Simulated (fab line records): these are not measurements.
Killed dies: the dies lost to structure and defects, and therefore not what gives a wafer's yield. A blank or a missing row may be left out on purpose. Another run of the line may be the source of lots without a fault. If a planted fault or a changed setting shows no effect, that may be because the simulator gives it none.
Which of the tools did it? -- flow n5-finfet -- route of 1938 steps, sampled at 1 step: 12 lots, 36 wafers

## WHAT EACH GAUGE READ, for each wafer
N5_BEOL_M11_OVL_MEAS_29.
lot,measured,on,V10_OVL (nm)
L075,day 10 19:03,overlay-02,-0.2 -0.7 -0.6
L076,day 11 06:37,overlay-02,0.5 0.1 -0.4
L079,day 11 13:03,overlay-02,0.9 0.2 -0.2
L081,day 12 03:36,overlay-02,0.3 0.4 -0.7
L082,day 12 07:46,overlay-01,1.1 0.1 0.7
L085,day 13 09:10,overlay-01,-0.7 -1.4 0.4
L087,day 13 17:03,overlay-02,-0.8 0.1 -1.2
L090,day 14 04:39,overlay-01,0.6 0.0 0.0
L093,day 14 18:19,overlay-01,-0.7 -1.0 -1.3
L094,day 15 07:58,overlay-02,-0.6 -0.7 -0.6
L095,day 15 12:07,overlay-01,0.1 -0.5 -0.3
L097,day 16 16:45,overlay-01,1.1 0.9 -0.3

## WHAT TOOL EACH LOT RAN ON (gives the tool, then ch and the chambers of the sampled wafers, and finally the start)
Before these readings, the record contains no process step.

## THE ANSWER, worked out from the rows above alone
Rule: the usual values come from the lots themselves. Put in order of their means at a reading, lots are off if they are a third of the lots or fewer, leave a main group of 4 or more, and stand apart from it by a gap of 3 or more times the standard deviation of the main group's means; of several such gaps the widest counts. A main group whose means are all the same, to the digits that the tables above print for the reading, isn't used. Also off: a lot with no number at a reading for which 4 or more lots have one. The other lots that the step has rows for count as sound.
Across all readings shown, no lot is off: no conclusion can be drawn from this.

## WHAT WAS PUT IN BY THE SIMULATOR
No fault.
